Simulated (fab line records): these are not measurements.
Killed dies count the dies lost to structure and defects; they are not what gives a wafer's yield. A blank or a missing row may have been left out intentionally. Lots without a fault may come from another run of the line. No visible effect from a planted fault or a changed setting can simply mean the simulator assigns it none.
Chamber matching || flow n5-finfet || cvd-co-02 running N5_BEOL_M11_CVD_75: 3 sister chambers
The step deposits Co from CCTBA/H2, target thk 2 nm, time 138.9 s. 3 wafers are shown with their chamber, then 6 later ones without.

## WAFERS, EACH WITH ITS CHAMBER
{"wafer": "L326.1", "chamber": 0, "run-length-s (s)": 162.6}
{"wafer": "L329.1", "chamber": 1, "run-length-s (s)": 162.2}
{"wafer": "L329.5", "chamber": 2, "run-length-s (s)": 162.1}

## WAFERS WITH NO CHAMBER GIVEN
{"wafer": "L329.6", "run-length-s (s)": 162.3}
{"wafer": "L331.2", "run-length-s (s)": 161.9}
{"wafer": "L331.4", "run-length-s (s)": 162.7}
{"wafer": "L333.3", "run-length-s (s)": 162.3}
{"wafer": "L333.5", "run-length-s (s)": 162.3}
{"wafer": "L333.6", "run-length-s (s)": 162.2}

## CHAMBER TAKEN BY EACH
{"wafer": "L329.6", "from the rows above": "can't be placed: 1 or 2 or 0", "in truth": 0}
{"wafer": "L331.2", "from the rows above": "can't be placed: 2 or 1", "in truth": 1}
{"wafer": "L331.4", "from the rows above": 0, "in truth": 0}
{"wafer": "L333.3", "from the rows above": "can't be placed: 1 or 2 or 0", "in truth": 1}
{"wafer": "L333.5", "from the rows above": "can't be placed: 1 or 2 or 0", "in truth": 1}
{"wafer": "L333.6", "from the rows above": "can't be placed: 1 or 2", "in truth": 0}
Correct placement for 1 of the 6. From these rows, 5 cannot be placed; in 4 the true chamber is one of the candidates. Wrongly placed: 0.
How it was worked out, from the rows above alone: a wafer's distance from a chamber is the root of the sum, over the readings, of the square of ((its reading less the chamber's mean) divided by the reading's scatter). The wafer belongs to the nearest chamber; if the next one is less than 2 further off, it can't be placed. The mean given for a chamber averages the wafers shown for that chamber. The scatter (one wafer shown for each chamber): square how far every hidden wafer sits from the nearest shown wafer, average those squares and take the square root.
